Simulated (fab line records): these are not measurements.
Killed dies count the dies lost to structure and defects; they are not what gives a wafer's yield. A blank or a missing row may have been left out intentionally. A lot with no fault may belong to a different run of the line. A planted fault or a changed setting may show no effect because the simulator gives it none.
fab line records	flow nandHarc
record lots=6	wafers=18	lastDay=24
route steps=1159 shown P_GATE@133
lots that met no fault: from a run of the same line without faults
startH: the number of hours between the record's first day and the start of the first shown wafer of the lot	waitH: how many hours have passed since the lot's step before this one	" identical to the entry in the row above	L1.1+2: several wafers, shown together as one row	- no value, or no start given	* or withheld: withheld	< > ~ a bound
route shown NAME@n: NAME is a module with steps in the file, n the number in the route of the first one	usual: mean/standard deviation of fault-free wafers	same: alike in all rows	chamber/n: place in a boat	sites: the reading at each site	_std_site: their standard deviation	_edge_site: the outer-site mean with the inner-site mean subtracted	radiusMm: how far each site lies from the wafer's centre	mask NAME#n: copy n	behind: the tool/chamber that last shaped the wafer	hold: what put the lot on hold/how long, in hours/how the hold closed	device: the transistor (n, p or np) that didn't switch	end of line: tests of these same wafers at the route's end	a step given without rows: its recipe and nothing more	killed: count of dies lost to structure and defects at first sort (not the wafer's yield)	map: a wafer's dies, marking killed ones x, the rest . and places with no die _
set.NAME: setting as actually run; set.NAME@STEP: the setting as run at that earlier step	model.NAME: the simulator's own value behind a step, which no gauge read
lots seen at some steps along the route; tables by step, rows by wafer
services: from which hour (startH, from the record's first day; less than 0 if before it) a tool's chamber was out of use, for how many hours, and why
## steps
# step NHARC_P_GATE_DEHYDRATE_18
# recipe tempC=150	timeS=120
# step NHARC_P_GATE_HMDS_19
# recipe timeS=30
# step NHARC_P_GATE_COAT_20
# recipe spinRpm=1500	resistThkNm=90
# step NHARC_P_GATE_SOFTBAKE_21
# recipe tempC=105	timeS=55
# step NHARC_P_GATE_EBR_22
# step NHARC_P_GATE_EXPOSE_23
# recipe na=1.35	targetCdNm=120	doseMj=93.91	maskId=P_GATE
# step NHARC_P_GATE_PEB_24
# recipe pebTempC=100	pebTimeS=65
# step NHARC_P_GATE_DEVELOP_25
# recipe developTimeS=35	devTempC=23
# step NHARC_P_GATE_CD_MEAS_26
# recipe targetCdNm=120	landingEnergyEv=500
# usual cdNm=120.2/0.63
# same landingEnergyEv=500
lot.wafer	tool	chamber	startH	waitH	cdNm
L180.1	cdSem-03	0	111.04	-	120.3
L180.5	"	0	"	"	120.1
L180.6	"	0	"	"	120.6
L184.3	cdSem-03	0	133.63	-	121.0
L184.4	"	0	"	"	120.7
L184.5	"	0	"	"	121.3
L187.2	cdSem-03	0	149.70	-	120.9
L187.5	"	0	"	"	120.1
L187.6	"	0	"	"	120.4
L192.1	cdSem-03	0	167.54	-	119.8
L192.3	"	0	"	"	119.4
L192.5	"	0	"	"	118.3
L196.1	cdSem-03	0	208.13	-	121.2
L196.2	"	0	"	"	120.4
L196.5	"	0	"	"	120.2
L199.1	cdSem-01	0	221.11	-	120.8
L199.4	"	0	"	"	120.8
L199.5	"	0	"	"	120.3
# step NHARC_P_GATE_OVL_MEAS_27
# usual overlayXNm=0.3/0.79	overlayYNm=0.1/0.57
lot.wafer	tool	chamber	startH	waitH	overlayXNm	overlayYNm
L180.1	overlay-02	-	111.13	-	-0.3	-0.8
L180.5	"	-	"	"	0.2	-0.4
L180.6	"	-	"	"	0.0	-0.1
L184.3	overlay-02	-	133.71	-	-0.9	0.4
L184.4	"	-	"	"	-1.2	0.3
L184.5	"	-	"	"	-1.0	0.2
L187.2	overlay-01	-	149.78	-	1.2	-0.2
L187.5	"	-	"	"	0.6	-1.0
L187.6	"	-	"	"	1.6	-0.6
L192.1	overlay-02	-	167.63	-	1.4	1.1
L192.3	"	-	"	"	1.2	0.9
L192.5	"	-	"	"	1.4	0.0
L196.1	overlay-02	-	208.22	-	0.7	-0.3
L196.2	"	-	"	"	1.0	-0.4
L196.5	"	-	"	"	0.7	-0.1
L199.1	overlay-02	-	221.19	-	0.1	0.7
L199.4	"	-	"	"	-0.3	0.3
L199.5	"	-	"	"	-0.4	0.4
# step NHARC_P_GATE_INSPECT_28
# usual rawDefectCount=6/3.1
lot.wafer	tool	chamber	startH	waitH	rawDefectCount
L180.1	defectInspect-02	-	111.18	0.1	2
L180.5	"	-	"	"	2
L180.6	"	-	"	"	5
L184.3	defectInspect-01	-	133.75	0.0	7
L184.4	"	-	"	"	4
L184.5	"	-	"	"	3
L187.2	defectInspect-02	-	149.82	0.0	9
L187.5	"	-	"	"	5
L187.6	"	-	"	"	11
L192.1	defectInspect-01	-	167.67	0.0	5
L192.3	"	-	"	"	4
L192.5	"	-	"	"	4
L196.1	defectInspect-01	-	208.26	0.0	15
L196.2	"	-	"	"	6
L196.5	"	-	"	"	3
L199.1	defectInspect-02	-	221.23	0.0	7
L199.4	"	-	"	"	4
L199.5	"	-	"	"	6
# step NHARC_P_GATE_DESCUM_31
# recipe timeS=3	o2FlowSccm=200	arFlowSccm=0	biasPowerW=0	chemistry=O2
# usual chamberPressureMTorr=60.00/0.05	drypumpMotorCurrentA=5.87/0.25	mfcArSccm=0.002/0.0057	oesProductAu=0.997/0.01	rfVppV=57.8/0.9	showerheadPlenumPTorr=1.89/0.091	throttleValvePct=11.312/0.0094
lot.wafer	tool	chamber	startH	waitH	chamberPressureMTorr	drypumpMotorCurrentA	mfcArSccm	oesProductAu	rfHoursCounterH	rfVppV	showerheadPlenumPTorr	throttleValvePct
L180.1	rieDiel-07	3	111.24	0.1	59.92	5.72	0.002	0.991	12	58.0	1.83	11.305
L180.5	"	3	"	"	60.00	5.71	0.002	1.000	-	57.7	1.83	11.310
L180.6	"	0	"	"	60.00	5.97	0	1.003	-	57.8	1.96	11.292
L184.3	rieDiel-03	1	133.81	0.1	59.89	6.09	0	0.998	22	57.6	1.78	11.303
L184.4	"	3	"	"	60.05	6.16	0	0.998	31	58.0	1.92	11.314
L184.5	"	2	"	"	60.05	6.31	0.025	1.000	-	55.5	1.79	11.319
L187.2	rieDiel-07	0	149.90	0.1	59.91	5.92	0	1.008	17	58.2	1.96	11.297
L187.6	"	2	"	"	60.01	5.94	0	1.011	-	56.9	1.83	11.327
L187.5	"	3	"	"	60.01	5.72	0.002	1.007	-	57.2	1.83	11.324
L192.3	rieDiel-07	2	167.73	0.1	60.03	5.92	0	0.994	18	57.0	1.83	11.320
L192.1	"	3	"	"	60.06	5.72	0.002	0.991	20	57.0	1.83	11.328
L192.5	"	2	"	"	60.02	5.93	0	0.999	-	58.5	1.83	11.314
L196.1	rieDiel-03	0	208.32	0.1	59.95	5.84	0	0.991	57	59.3	1.91	11.291
L196.2	"	3	"	"	59.98	6.18	0	1.000	57	57.5	1.91	11.318
L196.5	"	0	"	"	60.02	5.84	0	0.982	-	57.2	1.91	11.311
L199.1	rieDiel-07	3	221.31	0.1	60.05	5.72	0.002	0.983	29	57.5	1.83	11.296
L199.4	"	0	"	"	60.06	5.94	0	0.997	30	57.0	1.95	11.312
L199.5	"	3	"	"	59.96	5.74	0.002	0.998	-	58.7	1.83	11.303
# step NHARC_P_GATE_ETCH_104
# recipe targetDepthA=600	timeS=withheld	cf4FlowSccm=100	chf3FlowSccm=30	arFlowSccm=0	rfW=500	biasW=200	chemistry=CF4/CHF3
# usual biasW=200.1/0.66	cf4FlowSccm=100.0/0.33	chamberPressureMTorr=24.997/0.022	drypumpMotorCurrentA=5.87/0.24	mfcArSccm=0.002/0.0057	oesProductAu=0.943/0.02	rfVppV=370.2/2.5	showerheadPlenumPTorr=1.56/0.07	throttleValvePct=16.803/0.0097
lot.wafer	tool	chamber	startH	waitH	biasW	cf4FlowSccm	chamberPressureMTorr	drypumpMotorCurrentA	mfcArSccm	oesProductAu	rfVppV	showerheadPlenumPTorr	throttleValvePct
L180.1	rieDiel-07	3	111.34	0.1	198.8	99.7	25.007	5.72	0.002	0.913	367.5	1.51	16.801
L180.5	"	0	"	"	200.9	99.6	25.020	5.94	0	0.922	371.8	1.61	16.788
L180.6	"	1	"	"	200.2	100.7	24.971	5.64	0	0.915	376.1	1.69	16.799
L184.4	rieDiel-03	1	133.90	0.1	200.5	100.0	25.029	6.05	0	0.969	367.1	1.47	16.795
L184.3	"	3	"	"	199.6	100.1	25.018	6.15	0	0.977	371.9	1.58	16.804
L184.5	"	0	"	"	201.0	100.2	24.979	5.84	0	0.968	369.8	1.57	16.817
L187.2	rieDiel-07	2	149.97	0.1	-	-	-	-	-	-	-	-	-
L187.5	"	0	"	"	-	-	-	-	-	-	-	-	-
L187.6	"	1	"	"	-	-	-	-	-	-	-	-	-
L192.3	rieDiel-07	2	167.82	0.1	-	-	-	-	-	-	-	-	-
L192.1	"	3	"	"	-	-	-	-	-	-	-	-	-
L192.5	"	1	"	"	-	-	-	-	-	-	-	-	-
L196.2	rieDiel-03	2	208.47	0.1	199.4	99.6	25.016	6.31	0.025	0.950	367.3	1.48	16.800
L196.1	"	3	"	"	199.2	99.9	24.996	6.16	0	0.950	371.8	1.57	16.808
L196.5	"	1	"	"	200.0	99.9	25.008	6.06	0	0.943	367.0	1.47	16.812
L199.1	rieDiel-07	2	221.40	0.1	199.6	100.2	24.996	5.90	0	0.933	368.0	1.50	16.798
L199.4	"	0	"	"	199.7	99.9	25.003	5.94	0	0.934	371.9	1.60	16.812
L199.5	"	1	"	"	199.7	100.4	24.970	5.64	0	0.910	373.6	1.68	16.808
# step NHARC_P_GATE_HM_OPEN_105
# recipe targetDepthA=3600	o2FlowSccm=400	cosFlowSccm=20	arFlowSccm=0	rfW=500	biasW=300	chemistry=O2/COS
# usual chamberPressureMTorr=20.004/0.018	drypumpMotorCurrentA=5.89/0.22	mfcArSccm=0.002/0.006	oesProductAu=0.995/0.01	rfVppV=466/3.1	showerheadPlenumPTorr=3.09/0.14	throttleValvePct=28.330/0.0091
lot.wafer	tool	chamber	startH	waitH	chamberPressureMTorr	drypumpMotorCurrentA	mfcArSccm	oesProductAu	rfHoursCounterH	rfVppV	showerheadPlenumPTorr	throttleValvePct
L180.1	rieDiel-07	2	-	-	20.014	5.94	0	1.011	11	465	2.99	28.325
L180.5	"	1	"	"	19.976	5.68	0	0.988	-	472	3.35	28.349
L180.6	"	2	"	"	20.017	5.95	0	1.006	-	464	2.99	28.322
L184.4	rieDiel-03	0	-	-	20.023	5.85	0	0.983	33	468	3.12	28.345
L184.3	"	2	"	"	19.989	6.32	0.025	0.994	29	463	2.94	28.337
L184.5	"	0	"	"	20.011	5.84	0	0.988	-	467	3.12	28.330
L187.2	rieDiel-07	2	-	-	20.004	5.96	0	0.996	17	465	2.99	28.331
L187.5	"	1	"	"	19.989	5.68	0	0.981	-	472	3.35	28.327
L187.6	"	2	"	"	20.014	5.94	0	1.001	-	464	2.99	28.326
L192.1	rieDiel-07	1	-	-	20.002	5.66	0	0.969	16	471	3.35	28.329
L192.3	"	0	"	"	20.015	5.95	0	0.997	19	469	3.19	28.318
L192.5	"	2	"	"	19.995	5.94	0	0.998	-	464	2.99	28.345
L196.1	rieDiel-03	2	-	-	19.986	6.30	0.025	0.995	53	464	2.93	28.330
L196.2	"	3	"	"	20.013	6.16	0	0.991	57	468	3.12	28.324
L196.5	"	2	"	"	20.000	6.32	0.025	0.990	-	462	2.93	28.319
L199.4	rieDiel-07	1	-	-	20.015	5.65	0	0.979	27	473	3.34	28.322
L199.1	"	2	"	"	19.992	5.95	0	1.002	28	463	2.99	28.336
L199.5	"	0	"	"	20.011	5.92	0	0.999	-	468	3.18	28.320
## services
tool	chamber	startH	hours	kind
rieDiel-03	0	96.30	-	clean
rieDiel-07	0	109.22	-	clean
rieDiel-07	1	109.22	-	clean
rieDiel-07	2	109.22	-	clean
rieDiel-07	3	109.22	-	clean
rieDiel-07	2	113.00	2.9	repair
rieDiel-07	0	133.72	-	clean
rieDiel-07	1	133.72	-	clean
rieDiel-07	2	133.72	-	clean
rieDiel-07	3	133.72	-	clean
rieDiel-07	0	158.22	-	clean
rieDiel-07	1	158.22	-	clean
rieDiel-07	2	158.22	-	clean
rieDiel-07	3	158.22	-	clean
rieDiel-07	0	182.78	-	clean
rieDiel-07	1	182.78	-	clean
rieDiel-07	2	182.78	-	clean
rieDiel-07	3	182.78	-	clean
rieDiel-07	3	195.50	2.0	repair
rieDiel-07	0	207.30	-	clean
rieDiel-07	1	207.30	-	clean
rieDiel-07	2	207.30	-	clean
rieDiel-07	3	207.30	-	clean
rieDiel-03	-	215.30	9.0	pm
## key
firstSign step=NHARC_P_GATE_ETCH_104	reading=toolRecord	direction=missing
effect none on later readings
metAt NHARC_P_GATE_ETCH_104
struckWafers L187.2,L187.5,L187.6,L192.1,L192.3,L192.5
laterRowsLeftOut L187.2,L187.5,L187.6,L192.1,L192.3,L192.5
sortLeftOut L187.2,L187.5,L187.6,L192.1,L192.3,L192.5
testerLeftOut L187,L192
onsetBetween 111.34 149.97
fault kind=skippedStepWhole	tool=rieDiel-07	chamber=-	onsetH=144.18	steps=NHARC_P_GATE_ETCH_104	scope=struckLotsOnly
# testerLeftOut: of these lots the tester's yield and bins aren't shown, on N5 and GAA mostly nor the transistor test; their killed dies are dies lost to structure and defects alone, not to doping, threshold or leakage, so they don't give the yield
# sortLeftOut: the simulated sort isn't trusted on such a fault, so these wafers' sort isn't shown, and their yield isn't known
# laterRowsLeftOut: the simulator's readings of these wafers behind a module that went badly wrong aren't trusted and aren't shown, but for the sort
